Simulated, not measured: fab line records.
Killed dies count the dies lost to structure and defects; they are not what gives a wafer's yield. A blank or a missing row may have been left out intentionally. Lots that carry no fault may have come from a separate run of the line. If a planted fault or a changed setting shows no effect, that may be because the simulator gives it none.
Matching of chambers -- flow n5Finfet -- N5_BEOL_M15_DESCUM_33 on rieDiel-05: 4 sister chambers
The step chemistry O2, time 7.9 s. 4 wafers are shown with their chamber, then 9 later ones without.

## WAFERS PAIRED WITH THEIR CHAMBERS
wafer,chamber,showerheadPlenumPTorr (Torr)
L081.2,1,2.20
L081.6,2,2.19
L084.3,0,1.94
L084.5,3,2.17

## WAFERS WHOSE CHAMBER IS MISSING
wafer,showerheadPlenumPTorr (Torr)
L093.1,2.16
L093.5,2.18
L093.6,2.19
L094.2,2.19
L094.3,2.16
L094.5,2.19
L096.2,2.18
L096.3,2.19
L096.4,2.16

## THE CHAMBER EACH PASSED THROUGH
wafer,from the rows above,in truth
L093.1,3,3
L093.5,can't be placed: 2 or 3 or 1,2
L093.6,can't be placed: 2 or 1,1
L094.2,can't be placed: 2 or 1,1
L094.3,3,3
L094.5,can't be placed: 2 or 1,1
L096.2,can't be placed: 2 or 3 or 1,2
L096.3,can't be placed: 2 or 1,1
L096.4,3,3
Correctly placed: 3 of 9. Unplaceable from these rows: 6, with the true chamber sitting among the candidates in 6. Number placed wrongly: 0.
How it was worked out, from the rows above alone: a wafer's distance from a chamber is the root of the sum, over the readings, of the square of ((its reading less the chamber's mean) divided by the reading's scatter). The wafer belongs to the nearest chamber; if the next one is less than 2 further off, it can't be placed. A chamber's mean is the mean of its shown wafers. The scatter: with one shown wafer a chamber, the root of the mean of the squares of how far each hidden wafer lies from its nearest shown one.
